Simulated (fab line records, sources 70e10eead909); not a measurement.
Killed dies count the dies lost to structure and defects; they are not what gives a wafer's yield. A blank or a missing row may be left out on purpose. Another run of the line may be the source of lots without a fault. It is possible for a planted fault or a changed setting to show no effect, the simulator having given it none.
Matching of chambers :: flow nandHarc :: 4 sister chambers for NHARC_A_BLC_ALD_23 on aldMetal-02
The step deposits TiN, target thk 3 nm, pulse time 1 s, ald cycles 150. 14 wafers are shown with their chamber, then 7 later ones without.

== EACH WAFER AND ITS CHAMBER ==
wafer: L184.2
chamber: 1
heaterPowerW (W): 1190
precursorPulseHeightRel: 1.004

wafer: L184.3
chamber: 0
heaterPowerW (W): 1076
precursorPulseHeightRel: 0.998

wafer: L184.4
chamber: 2
heaterPowerW (W): 914
precursorPulseHeightRel: 0.987

wafer: L186.1
chamber: 2
heaterPowerW (W): 931
precursorPulseHeightRel: 1.010

wafer: L186.3
chamber: 0
heaterPowerW (W): 1079
precursorPulseHeightRel: 0.989

wafer: L186.6
chamber: 0
heaterPowerW (W): 1078
precursorPulseHeightRel: 0.988

wafer: L190.2
chamber: 2
heaterPowerW (W): 912
precursorPulseHeightRel: 1.008

wafer: L190.5
chamber: 2
heaterPowerW (W): 923
precursorPulseHeightRel: 1.028

wafer: L190.6
chamber: 3
heaterPowerW (W): 928
precursorPulseHeightRel: 1.021

wafer: L192.1
chamber: 1
heaterPowerW (W): 1174
precursorPulseHeightRel: 0.987

wafer: L192.2
chamber: 3
heaterPowerW (W): 901
precursorPulseHeightRel: 0.965

wafer: L192.6
chamber: 0
heaterPowerW (W): 1063
precursorPulseHeightRel: 1.038

wafer: L195.2
chamber: 1
heaterPowerW (W): 1187
precursorPulseHeightRel: 1.009

wafer: L195.3
chamber: 2
heaterPowerW (W): 927
precursorPulseHeightRel: 1.011

SIGNATURES, as means of the wafers listed above
reading: heaterPowerW
chamber 0: 1074.00
chamber 1: 1183.67
chamber 2: 921.40
chamber 3: 914.50
scatter within a chamber: 9.72

reading: precursorPulseHeightRel
chamber 0: 1.00325
chamber 1: 1.00000
chamber 2: 1.00880
chamber 3: 0.99300
scatter within a chamber: 0.0209
Rule: for each reading, subtract the chamber's mean from the wafer's reading, divide by that reading's scatter and square the result; add these up over the readings and take the root, which gives the wafer's distance from the chamber. If the next closest chamber is less than 2 further off than the closest, the wafer can't be placed; otherwise it belongs to the closest. The scatter: take each reading less its chamber's mean, square it, sum over the shown wafers, divide by the number of wafers less the number of chambers, and take the root.

== WAFERS MISSING THEIR CHAMBER ==
wafer: L195.4
heaterPowerW (W): 1081
precursorPulseHeightRel: 1.008

wafer: L197.2
heaterPowerW (W): 1065
precursorPulseHeightRel: 1.041

wafer: L197.3
heaterPowerW (W): 932
precursorPulseHeightRel: 0.971

wafer: L197.4
heaterPowerW (W): 926
precursorPulseHeightRel: 1.023

wafer: L203.2
heaterPowerW (W): 923
precursorPulseHeightRel: 1.020

wafer: L203.4
heaterPowerW (W): 939
precursorPulseHeightRel: 1.015

wafer: L203.5
heaterPowerW (W): 1185
precursorPulseHeightRel: 0.987

== WHICH CHAMBER EACH ONE RAN IN ==
wafer: L195.4
from the rows above: 0
in truth: 0

wafer: L197.2
from the rows above: 0
in truth: 0

wafer: L197.3
from the rows above: can't be placed: 3 or 2
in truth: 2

wafer: L197.4
from the rows above: can't be placed: 2 or 3
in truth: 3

wafer: L203.2
from the rows above: can't be placed: 2 or 3
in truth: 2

wafer: L203.4
from the rows above: can't be placed: 2 or 3
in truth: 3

wafer: L203.5
from the rows above: 1
in truth: 1
Correct placement for 3 of the 7. From these rows, 4 cannot be placed; in 4 the true chamber is one of the candidates. 0 placed wrongly.
